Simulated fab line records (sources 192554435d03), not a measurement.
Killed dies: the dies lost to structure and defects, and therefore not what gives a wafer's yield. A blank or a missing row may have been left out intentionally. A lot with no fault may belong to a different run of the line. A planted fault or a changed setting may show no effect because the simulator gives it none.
fab line records	flow n5_finfet
record: lots: 6	wafers: 18	last_day: 15
route steps=1938 shown MIM_TOP_LITHO@1846 MIM_TOP_ETCH@1851 MIM_BOT_LITHO@1854
lots with no fault: from the same line, run without faults
start_h: hours from the record's opening day to when the first of the lot's shown wafers began	wait_h: hours since the lot's step before	" same as the row above	L1.1+2: a single row standing in for several wafers	- either no value or no given start	* or withheld: withheld	< > ~ a bound
route shown NAME@n: a module of which the file shows steps, and the number in the route of the first	usual: mean/standard deviation of fault-free wafers	same: alike in all rows	chamber/n: place in a boat	sites: per-site readings	_std_site: standard deviation of those values	_edge_site: mean of outer sites minus mean of inner sites	radius_mm: for every site, how far away it sits from the centre of the wafer	mask NAME#n: copy n	behind: the most recent tool/chamber to have shaped the wafer	hold: cause of the lot's hold/its duration in hours/its outcome	device: whichever transistor did not switch (one of n, p or np)	end of line: tests of these same wafers at the route's end	a step with no rows: only its recipe	killed: dies that structure and defects cost at the first sort, which is not the same as the wafer's yield	map: per-die view of a wafer (x killed, . not killed, _ where there is no die)
set.NAME: the setting the step ran with; set.NAME@STEP: the setting that earlier step ran with	model.NAME: the simulator's own value behind a step, which no gauge read
lots at selected steps of the route; one table per step, one row per wafer
services: the hour from which a tool's chamber was out of use, counted from the record's first day as start_h (under 0 if before that day), plus the number of hours and why
== steps ==
step: N5_MIM_TOP_LITHO_HARDBAKE_09
recipe: temp_c: 130	time_s: 120
step: N5_MIM_TOP_LITHO_CD_MEAS_08
recipe: target_cd_nm: 2000	landing_energy_ev: 500	detector: se_inlens
usual: cd_nm: 2001.1/1.6
lot.wafer	tool	chamber	start_h	wait_h	cd_nm
L566.2	cd_sem-03	0	258.55	-	2000.1
L566.3	"	0	"	"	2001.1
L566.5	"	0	"	"	1999.5
L571.2	cd_sem-01	0	287.66	-	2002.7
L571.3	"	0	"	"	2001.8
L571.5	"	0	"	"	2001.2
L578.4	cd_sem-02	0	329.72	-	2002.2
L578.5	"	0	"	"	2000.7
L578.6	"	0	"	"	2004.0
L576.2	cd_sem-02	0	331.60	-	2000.1
L576.4	"	0	"	"	2003.0
L576.6	"	0	"	"	2001.8
L577.1	cd_sem-02	0	336.03	-	1998.1
L577.3	"	0	"	"	2000.7
L577.5	"	0	"	"	1999.8
L582.2	cd_sem-03	0	355.28	-	1998.6
L582.3	"	0	"	"	2000.0
L582.4	"	0	"	"	2001.3
step: N5_MIM_TOP_LITHO_OVL_MEAS_11
recipe: points_per_wafer: 44
usual: MIM_TOP_OVL: -5/5.9
lot.wafer	tool	chamber	start_h	wait_h	MIM_TOP_OVL[nm]
L566.2	overlay-01	0	258.58	0.0	-5
L566.3	"	0	"	"	-11
L566.5	"	0	"	"	-12
L571.2	overlay-02	0	287.69	0.0	-4
L571.3	"	0	"	"	-2
L571.5	"	0	"	"	-3
L578.4	overlay-01	0	329.75	0.0	0
L578.5	"	0	"	"	-5
L578.6	"	0	"	"	-6
L576.2	overlay-01	0	331.62	0.0	-2
L576.4	"	0	"	"	6
L576.6	"	0	"	"	1
L577.1	overlay-01	0	336.06	0.0	-9
L577.3	"	0	"	"	-9
L577.5	"	0	"	"	-6
L582.2	overlay-01	0	355.31	0.0	-11
L582.3	"	0	"	"	-5
L582.4	"	0	"	"	-10
step: N5_MIM_TOP_LITHO_INSPECT_12
recipe: mode: adi	inspect_instrument: macro
usual: raw_defect_count: 2.3/1.5
lot.wafer	tool	chamber	start_h	wait_h	raw_defect_count
L566.2	defect_inspect-02	-	258.60	0.0	4
L566.3	"	-	"	"	1
L566.5	"	-	"	"	3
L571.2	defect_inspect-01	-	287.71	0.0	2
L571.3	"	-	"	"	3
L571.5	"	-	"	"	1
L578.4	defect_inspect-02	-	329.78	0.0	1
L578.5	"	-	"	"	4
L578.6	"	-	"	"	3
L576.2	defect_inspect-02	-	331.65	0.0	4
L576.4	"	-	"	"	0
L576.6	"	-	"	"	1
L577.1	defect_inspect-01	-	336.08	0.0	1
L577.3	"	-	"	"	2
L577.5	"	-	"	"	4
L582.2	defect_inspect-01	-	355.34	0.0	1
L582.3	"	-	"	"	3
L582.4	"	-	"	"	1
step: N5_MIM_TOP_LITHO_DESCUM_10
recipe: chemistry: O2	time_s: 7.9	source_power_w: 50	bias_power_w: 20	pressure_mtorr: 20	rf_frequency_hz: 2.712e+07	temp_c: 40	o2_flow_sccm: 225
usual: drypump_motor_current_A: 5.56/0.25	oes_product_au: 0.79/0.084	rf_vpp_V: 243.3/1.3	showerhead_plenum_p_Torr: 2.10/0.067	throttle_valve_pct: 20.45/0.27
lot.wafer	tool	chamber	start_h	wait_h	drypump_motor_current_A	oes_product_au	rf_hours_counter_h	rf_vpp_V	showerhead_plenum_p_Torr	throttle_valve_pct
L566.2	rie_diel-01	0	258.63	0.0	5.74	0.81	91	244.8	2.21	20.13
L566.3	"	3	"	"	5.51	0.84	74	242.4	2.02	20.05
L566.5	"	1	"	"	5.47	0.73	-	245.8	2.16	20.61
L571.2	rie_diel-06	3	287.75	0.0	5.11	0.69	211	244.1	2.17	21.00
L571.3	"	2	"	"	5.50	0.80	110	243.4	2.09	20.40
L571.5	"	2	"	"	5.50	0.80	-	243.4	2.09	20.39
L578.4	rie_diel-03	0	329.84	0.1	5.28	0.85	-	242.8	2.14	20.60
L578.5	"	1	"	"	5.76	0.73	-	244.1	2.11	20.57
L578.6	"	3	"	"	5.15	0.69	-	242.7	2.08	20.62
L576.2	rie_diel-03	1	331.71	0.1	5.76	0.72	173	242.1	2.11	20.57
L576.4	"	3	"	"	5.13	0.68	-	244.3	2.08	20.62
L576.6	"	0	"	"	5.29	0.86	-	244.4	2.14	20.60
L577.1	rie_diel-06	1	336.17	0.1	5.63	0.93	19	242.9	2.12	20.46
L577.3	"	2	"	"	5.49	0.77	126	243.9	2.08	20.42
L577.5	"	1	"	"	5.62	0.92	-	243.1	2.12	20.47
L582.2	rie_diel-03	3	355.37	0.0	5.14	0.68	226	242.6	2.08	20.63
L582.3	"	0	"	"	5.27	0.83	54	245.0	2.13	20.61
L582.4	"	0	"	"	5.26	0.84	-	244.0	2.13	20.64
step: N5_MIM_TOP_ETCH_ETCH_00
recipe: chemistry: Cl2/BCl3	target: TiN	target_depth_a: 385	ion_energy_ev: 150	pressure_mtorr: 10	icp_w: 1000	bias_w: 126	Cl2_flow_sccm: 53.25	bcl3_flow_sccm: 21.75	Ar_flow_sccm: 25
usual: drypump_motor_current_A: 5.6/0.37	oes_product_au: 0.87/0.093	throttle_valve_pct: 22.86/0.18
lot.wafer	tool	chamber	start_h	wait_h	drypump_motor_current_A	oes_product_au	rf_hours_counter_h	throttle_valve_pct
L566.2	rie_metal-01	1	258.72	0.1	5.1	0.88	19	23.02
L566.3	"	0	"	"	6.1	0.91	-	23.04
L566.5	"	1	"	"	5.1	0.87	-	23.03
L571.2	rie_metal-01	1	287.83	0.1	5.1	0.86	22	23.03
L571.3	"	1	"	"	5.1	0.86	-	23.03
L571.5	"	1	"	"	5.1	0.86	-	23.03
L578.4	rie_metal-02	1	329.93	0.1	5.7	0.86	-	22.93
L578.5	"	0	"	"	5.4	0.62	-	22.81
L578.6	"	1	"	"	5.7	0.86	-	22.94
L576.2	rie_metal-01	0	331.79	0.1	6.0	0.87	20	23.05
L576.4	"	0	"	"	6.0	0.88	-	23.05
L576.6	"	0	"	"	6.0	0.88	-	23.07
L577.1	rie_metal-03	0	336.26	0.1	6.1	0.98	1	22.87
L577.3	"	1	"	"	5.3	0.93	-	22.58
L577.5	"	1	"	"	5.3	0.93	-	22.58
L582.2	rie_metal-01	0	355.46	0.1	6.1	0.87	22	23.07
L582.3	"	0	"	"	6.1	0.87	-	23.05
L582.4	"	1	"	"	5.1	0.84	-	23.04
step: N5_MIM_TOP_ETCH_STRIP_01
recipe: chemistry: O2	power_w: 600	temp_c: 60	pressure_mtorr: 30	rf_frequency_hz: 6e+07	bias_power_w: 0	overash_fraction: 0.5	o2_flow_sccm: 225
usual: drypump_motor_current_A: 5.4/0.4	oes_product_au: 0.78/0.078	rf_vpp_V: 3.7/1.4	showerhead_plenum_p_Torr: 2.10/0.071	throttle_valve_pct: 16.79/0.14
lot.wafer	tool	chamber	start_h	wait_h	drypump_motor_current_A	oes_product_au	rf_hours_counter_h	rf_vpp_V	showerhead_plenum_p_Torr	throttle_valve_pct
L566.2	rie_diel-05	0	258.86	0.1	5.0	0.94	17	4.9	2.15	16.83
L566.3	"	1	"	"	6.2	0.79	107	3.7	2.10	16.66
L566.5	"	2	"	"	5.7	0.72	-	3.3	2.01	16.98
L571.2	rie_diel-02	1	288.08	0.2	6.1	0.83	75	5.3	2.10	16.86
L571.3	"	0	"	"	5.6	0.76	136	3.4	2.11	16.80
L571.5	"	1	"	"	6.0	0.86	-	2.4	2.10	16.90
L578.4	rie_diel-05	3	330.04	0.1	5.4	0.72	216	5.5	1.99	16.76
L578.5	"	3	"	"	5.4	0.71	-	3.4	1.99	16.72
L578.6	"	2	"	"	5.7	0.73	-	6.0	2.00	17.01
L576.2	rie_diel-04	2	332.01	0.2	5.0	0.83	54	3.2	2.13	16.79
L576.4	"	0	"	"	5.4	0.69	-	4.4	2.18	16.73
L576.6	"	2	"	"	4.9	0.83	-	5.1	2.12	16.75
L577.1	rie_diel-04	2	336.41	0.1	4.9	0.85	56	3.1	2.12	16.73
L577.3	"	0	"	"	5.5	0.69	240	5.3	2.18	16.73
L577.5	"	2	"	"	5.0	0.86	-	3.5	2.12	16.76
L582.2	rie_diel-05	1	355.60	0.1	6.2	0.76	135	5.3	2.09	16.76
L582.3	"	0	"	"	5.0	0.86	42	0.7	2.14	16.91
L582.4	"	3	"	"	5.3	0.69	224	2.4	1.98	16.76
step: N5_MIM_TOP_ETCH_PECVD_03
recipe: material: SiNx	target_thk_a: 200	temp_c: 400	precursor: SiH4/NH3/N2	pressure_torr: 1.5	rf_w: 300	time_s: 17.6
usual: heater_power_w: 738/63	showerhead_plenum_p_Torr: 5.12/0.054	showerhead_vpp_V: 1094/77	throttle_valve_pct: 39.0/2
lot.wafer	tool	chamber	start_h	wait_h	heater_power_w	showerhead_plenum_p_Torr	showerhead_vpp_V	throttle_valve_pct
L566.2	pecvd-03	1	258.92	-	674	5.13	1032	38.5
L566.3	"	0	"	"	749	5.12	1126	41.6
L566.5	"	0	"	"	771	5.11	1115	41.5
L571.2	pecvd-02	2	288.14	-	727	5.13	994	37.2
L571.3	"	1	"	"	737	5.10	1082	39.8
L571.5	"	2	"	"	747	5.13	988	37.2
L578.4	pecvd-03	1	330.12	-	749	5.12	1037	38.6
L578.5	"	0	"	"	776	5.12	1129	42.0
L578.6	"	2	"	"	806	5.06	1115	35.4
L576.2	pecvd-03	1	332.07	-	755	5.12	1056	38.7
L576.4	"	2	"	"	871	5.07	1110	35.4
L576.6	"	2	"	"	850	5.06	1118	35.5
L577.1	pecvd-01	0	336.47	-	669	5.28	1102	41.0
L577.3	"	2	"	"	678	5.04	1123	36.6
L577.5	"	0	"	"	665	5.27	1093	41.1
L582.2	pecvd-03	2	355.66	-	840	5.05	1101	35.6
L582.3	"	1	"	"	733	5.13	1041	38.8
L582.4	"	1	"	"	737	5.12	1035	38.6
step: N5_MIM_BOT_LITHO_HMDS_01
recipe: time_s: 60	temp_c: 120
step: N5_MIM_BOT_LITHO_COAT_02
recipe: spin_rpm: *	resist_thk_nm: *
step: N5_MIM_BOT_LITHO_EBR_04
recipe: solvent: PGMEA	ebr_width_mm: 1.5
step: N5_MIM_BOT_LITHO_SOFTBAKE_03
recipe: temp_c: 100	time_s: 90
step: N5_MIM_BOT_LITHO_EXPOSE_05
recipe: mask_id: MIM_BOT	na: 0.55	source_shape: conventional	sigma_outer: 0.8	polarization: unpolarized	dose_mj: 24.25
usual: stage_vel_mm_s: 500.03/0.25
lot.wafer	tool	chamber	start_h	wait_h	mask	stage_vel_mm_s	model.MIM_BOT_LITHO.overlay_x_nm
L566.2	krf_scanner-01	0	259.23	-	MIM_BOT#0	500.07	-0.8
L566.3	"	0	"	"	MIM_BOT#0	500.67	-0.8
L566.5	"	0	"	"	MIM_BOT#0	500.34	-0.8
L571.2	krf_scanner-02	0	288.45	-	MIM_BOT#0	499.76	0.2
L571.3	"	0	"	"	MIM_BOT#0	499.85	0.2
L571.5	"	0	"	"	MIM_BOT#0	500.28	0.2
L578.4	krf_scanner-01	0	330.30	-	MIM_BOT#0	500.10	-0.6
L578.5	"	0	"	"	MIM_BOT#0	499.82	-0.6
L578.6	"	0	"	"	MIM_BOT#0	500.11	-0.6
L576.2	krf_scanner-02	0	332.40	-	MIM_BOT#0	500.03	625
L576.4	"	0	"	"	MIM_BOT#0	500.18	625
L576.6	"	0	"	"	MIM_BOT#0	500.04	625
L577.1	krf_scanner-02	0	336.65	-	MIM_BOT#0	500.07	626.4
L577.3	"	0	"	"	MIM_BOT#0	499.89	626.4
L577.5	"	0	"	"	MIM_BOT#0	499.69	626.4
L582.2	krf_scanner-01	0	355.98	-	MIM_BOT#0	499.62	-0.6
L582.3	"	0	"	"	MIM_BOT#0	500.31	-0.6
L582.4	"	0	"	"	MIM_BOT#0	500.00	-0.6
step: N5_MIM_BOT_LITHO_PEB_06
recipe: peb_temp_c: withheld	peb_time_s: *
step: N5_MIM_BOT_LITHO_DEVELOP_07
recipe: develop_time_s: 60	rinse_liquid: diw	dry: air_spin	dev_temp_c: 21
step: N5_MIM_BOT_LITHO_HARDBAKE_09
recipe: temp_c: 130	time_s: 120
step: N5_MIM_BOT_LITHO_CD_MEAS_08
recipe: target_cd_nm: 3000	landing_energy_ev: 500	detector: se_inlens	polarity: opening
usual: cd_nm: 3000.1/2
lot.wafer	tool	chamber	start_h	wait_h	cd_nm
L566.2	cd_sem-02	0	259.41	-	3002.9
L566.3	"	0	"	"	3002.0
L566.5	"	0	"	"	3001.8
L571.2	cd_sem-02	0	288.63	-	3000.2
L571.3	"	0	"	"	2998.6
L571.5	"	0	"	"	3000.6
L578.4	cd_sem-03	0	330.46	-	3001.0
L578.5	"	0	"	"	2999.3
L578.6	"	0	"	"	2999.8
L576.2	cd_sem-02	0	332.58	-	3001.8
L576.4	"	0	"	"	3000.4
L576.6	"	0	"	"	3002.8
L577.1	cd_sem-01	0	336.83	-	3000.9
L577.3	"	0	"	"	2999.6
L577.5	"	0	"	"	2997.9
L582.2	cd_sem-03	0	356.15	-	3004.3
L582.3	"	0	"	"	3001.7
L582.4	"	0	"	"	3002.3
step: N5_MIM_BOT_LITHO_OVL_MEAS_11
recipe: points_per_wafer: 44
usual: MIM_BOT_OVL: -5/4.8
lot.wafer	tool	chamber	start_h	wait_h	MIM_BOT_OVL[nm]
L566.2	overlay-02	0	259.44	0.0	-5
L566.3	"	0	"	"	-8
L566.5	"	0	"	"	-1
L571.2	overlay-01	0	288.65	0.0	-12
L571.3	"	0	"	"	-7
L571.5	"	0	"	"	-8
L578.4	overlay-01	0	330.49	0.0	-4
L578.5	"	0	"	"	-6
L578.6	"	0	"	"	1
L576.2	overlay-01	0	332.61	0.0	620
L576.4	"	0	"	"	618
L576.6	"	0	"	"	613
L577.1	overlay-01	0	336.87	0.0	617
L577.3	"	0	"	"	621
L577.5	"	0	"	"	623
L582.2	overlay-02	0	356.18	0.0	-5
L582.3	"	0	"	"	3
L582.4	"	0	"	"	-9
step: N5_MIM_BOT_LITHO_INSPECT_12
recipe: mode: adi	inspect_instrument: macro
usual: raw_defect_count: 2.0/1.4
lot.wafer	tool	chamber	start_h	wait_h	raw_defect_count
L566.2	defect_inspect-02	-	259.46	0.0	2
L566.3	"	-	"	"	5
L566.5	"	-	"	"	4
L571.2	defect_inspect-02	-	288.68	0.0	2
L571.3	"	-	"	"	4
L571.5	"	-	"	"	2
L578.4	defect_inspect-01	-	330.51	0.0	2
L578.5	"	-	"	"	2
L578.6	"	-	"	"	3
L576.2	defect_inspect-02	-	332.63	0.0	1
L576.4	"	-	"	"	2
L576.6	"	-	"	"	2
L577.1	defect_inspect-02	-	336.90	0.0	4
L577.3	"	-	"	"	2
L577.5	"	-	"	"	2
L582.2	defect_inspect-02	-	356.20	0.0	0
L582.3	"	-	"	"	5
L582.4	"	-	"	"	0
== services ==
tool	chamber	start_h	hours	kind
krf_scanner-01	-	235.28	0.8	pm
pecvd-01	2	237.14	7.1	repair
krf_scanner-02	-	246.83	1.0	pm
pecvd-03	0	252.11	5.5	scheduled_down
rie_diel-05	3	263.47	13.5	repair
rie_diel-03	2	263.59	3.8	repair
rie_metal-03	-	270.28	0.5	repair
pecvd-01	-	286.63	6.0	pm
krf_scanner-02	-	289.73	0.8	pm
rie_diel-02	3	294.20	9.6	repair
krf_scanner-01	-	308.29	3.6	pm
pecvd-02	-	309.21	0.3	repair
rie_diel-03	2	313.92	-	clean
rie_diel-03	2	313.92	-	consumable_replace:focus_ring
rie_diel-03	2	313.92	18.7	scheduled_down
rie_metal-01	-	314.71	0.2	repair
rie_diel-03	0	317.64	4.0	repair
pecvd-02	2	319.24	2.2	repair
rie_diel-04	3	330.35	22.4	repair
pecvd-03	0	331.91	2.1	scheduled_down
pecvd-03	2	336.06	4.2	repair
rie_diel-01	1	338.06	3.9	repair
rie_metal-02	0	339.97	3.3	repair
rie_diel-03	1	354.52	4.8	repair
== key ==
first_sign: step: N5_MIM_BOT_LITHO_OVL_MEAS_11	reading: MIM_BOT_OVL	direction: up	sigmas: 99+	usual: -5	struck: 619
effect none on later readings
model_effect: step: N5_MIM_BOT_LITHO_EXPOSE_05	value: MIM_BOT_LITHO.overlay_x_nm	without: -0.2	struck: 625.7
met_at N5_MIM_BOT_LITHO_EXPOSE_05
struck_wafers L576.2,L576.4,L576.6,L577.1,L577.3,L577.5
onset_between 288.45 332.40
also_fits N5_MIM_TOP_ETCH_STRIP_01:rie_diel-04
earlier_fault: kind: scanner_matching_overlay	tool: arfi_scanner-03	chamber: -	onset_h: 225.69	steps: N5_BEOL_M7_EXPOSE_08	offset: 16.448
fault: kind: scanner_matching_overlay	tool: krf_scanner-02	chamber: -	onset_h: 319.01	steps: N5_MIM_BOT_LITHO_EXPOSE_05	offset: 625.81
